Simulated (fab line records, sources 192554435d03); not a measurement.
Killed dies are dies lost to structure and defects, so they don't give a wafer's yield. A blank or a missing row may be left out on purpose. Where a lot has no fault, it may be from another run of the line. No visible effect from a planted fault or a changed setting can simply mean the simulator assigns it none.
Chamber matching :: flow n5-finfet :: N5_BEOL_M14_ILD_DEP_00 on pecvd-04 has 3 sister chambers
The step deposits SiO2 from TEOS/O2, target thk 1119.3 nm, time 237.4 s. 6 wafers are shown with their chamber, then 8 later ones without.

WAFERS PAIRED WITH THEIR CHAMBERS
wafer: L076.6
chamber: 2
throttle-valve-pct (%): 18.8
showerhead-plenum-p-Torr (Torr): 8.33

wafer: L080.5
chamber: 0
throttle-valve-pct (%): 18.8
showerhead-plenum-p-Torr (Torr): 8.32

wafer: L081.1
chamber: 1
throttle-valve-pct (%): 18.2
showerhead-plenum-p-Torr (Torr): 8.38

wafer: L081.2
chamber: 2
throttle-valve-pct (%): 19.0
showerhead-plenum-p-Torr (Torr): 8.32

wafer: L081.4
chamber: 1
throttle-valve-pct (%): 18.0
showerhead-plenum-p-Torr (Torr): 8.39

wafer: L083.2
chamber: 0
throttle-valve-pct (%): 19.0
showerhead-plenum-p-Torr (Torr): 8.31

WAFERS MISSING THEIR CHAMBER
wafer: L083.3
throttle-valve-pct (%): 18.1
showerhead-plenum-p-Torr (Torr): 8.37

wafer: L083.4
throttle-valve-pct (%): 18.9
showerhead-plenum-p-Torr (Torr): 8.30

wafer: L086.3
throttle-valve-pct (%): 19.0
showerhead-plenum-p-Torr (Torr): 8.30

wafer: L086.5
throttle-valve-pct (%): 19.1
showerhead-plenum-p-Torr (Torr): 8.32

wafer: L086.6
throttle-valve-pct (%): 19.1
showerhead-plenum-p-Torr (Torr): 8.29

wafer: L095.4
throttle-valve-pct (%): 19.5
showerhead-plenum-p-Torr (Torr): 8.30

wafer: L095.5
throttle-valve-pct (%): 19.0
showerhead-plenum-p-Torr (Torr): 8.30

wafer: L095.6
throttle-valve-pct (%): 19.4
showerhead-plenum-p-Torr (Torr): 8.34

EACH ONE'S CHAMBER
wafer: L083.3
from the rows above: 1
in truth: 1

wafer: L083.4
from the rows above: can't be placed: 0 or 2
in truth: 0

wafer: L086.3
from the rows above: can't be placed: 0 or 2
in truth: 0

wafer: L086.5
from the rows above: can't be placed: 0 or 2
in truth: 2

wafer: L086.6
from the rows above: can't be placed: 0 or 2
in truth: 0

wafer: L095.4
from the rows above: can't be placed: 0 or 2
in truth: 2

wafer: L095.5
from the rows above: can't be placed: 0 or 2
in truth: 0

wafer: L095.6
from the rows above: can't be placed: 2 or 0
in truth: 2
1 of 8 placed correctly. Can't be placed from these rows: 7 (the true chamber is among the candidates in 7). Wrongly placed: 0.
How it was worked out, from the rows above alone: a wafer's distance from a chamber is the root of the sum, over the readings, of the square of ((its reading less the chamber's mean) divided by the reading's scatter). The wafer belongs to the nearest chamber; if the next one is less than 2 further off, it can't be placed. For every chamber, the mean is computed from those of its wafers that are shown. The scatter is the square root of a quotient: the sum, over the shown wafers, of each reading's squared deviation from its chamber's mean, divided by wafers minus chambers.
